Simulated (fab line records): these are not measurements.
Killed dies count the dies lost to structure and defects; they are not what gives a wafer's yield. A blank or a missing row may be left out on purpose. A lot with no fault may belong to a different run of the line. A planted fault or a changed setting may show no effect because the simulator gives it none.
Chamber matching ; flow n5-finfet ; 4 sister chambers for N5_HKMG_FIN_ETCH_31 on rie-diel-06
The step etches SiARC in CF4, target depth 45.5 nm, time 75.8 s. 14 wafers are shown with their chamber, then 7 later ones without.

EACH WAFER AND ITS CHAMBER
wafer;chamber;drypump-motor-current-A (A);oes-product-au (a.u.);throttle-valve-pct (%)
L075.1;2;5.9;0.58;15.77
L075.4;0;6.3;0.63;15.75
L075.6;3;5.0;0.66;15.39
L076.2;2;5.9;0.58;15.79
L076.5;3;5.0;0.65;15.40
L076.6;2;5.9;0.58;15.77
L078.1;0;6.4;0.63;15.76
L078.3;3;5.0;0.65;15.41
L078.6;0;6.3;0.63;15.76
L082.1;1;6.5;0.77;15.40
L082.5;0;6.3;0.63;15.78
L082.6;1;6.5;0.76;15.42
L083.2;1;6.5;0.76;15.42
L083.3;0;6.4;0.63;15.78

SIGNATURES (means of the wafers above)
reading;chamber 0;chamber 1;chamber 2;chamber 3;scatter within a chamber
drypump-motor-current-A;6.340;6.500;5.900;5.000;0.0346
oes-product-au;0.6300;0.7633;0.5800;0.6533;0.00365
throttle-valve-pct;15.7660;15.4133;15.7767;15.4000;0.0121
Rule: for each reading, subtract the chamber's mean from the wafer's reading, divide by that reading's scatter and square the result; add these up over the readings and take the root, which gives the wafer's distance from the chamber. The wafer belongs to the nearest chamber; if the next one is less than 2 further off, it can't be placed. The scatter is the square root of a quotient: the sum, over the shown wafers, of each reading's squared deviation from its chamber's mean, divided by wafers minus chambers.

WAFERS MISSING THEIR CHAMBER
wafer;drypump-motor-current-A (A);oes-product-au (a.u.);throttle-valve-pct (%)
L083.4;5.9;0.58;15.82
L087.3;6.5;0.75;15.44
L087.4;6.3;0.62;15.81
L087.5;6.5;0.74;15.44
L091.1;6.5;0.74;15.45
L091.3;6.3;0.61;15.83
L091.6;5.0;0.62;15.47

THE CHAMBER EACH PASSED THROUGH
wafer;from the rows above;in truth
L083.4;2;2
L087.3;1;1
L087.4;0;0
L087.5;1;1
L091.1;1;1
L091.3;0;0
L091.6;3;3
Placed correctly: 7 of 7. Number that these rows cannot place: 0. Number placed wrongly: 0.
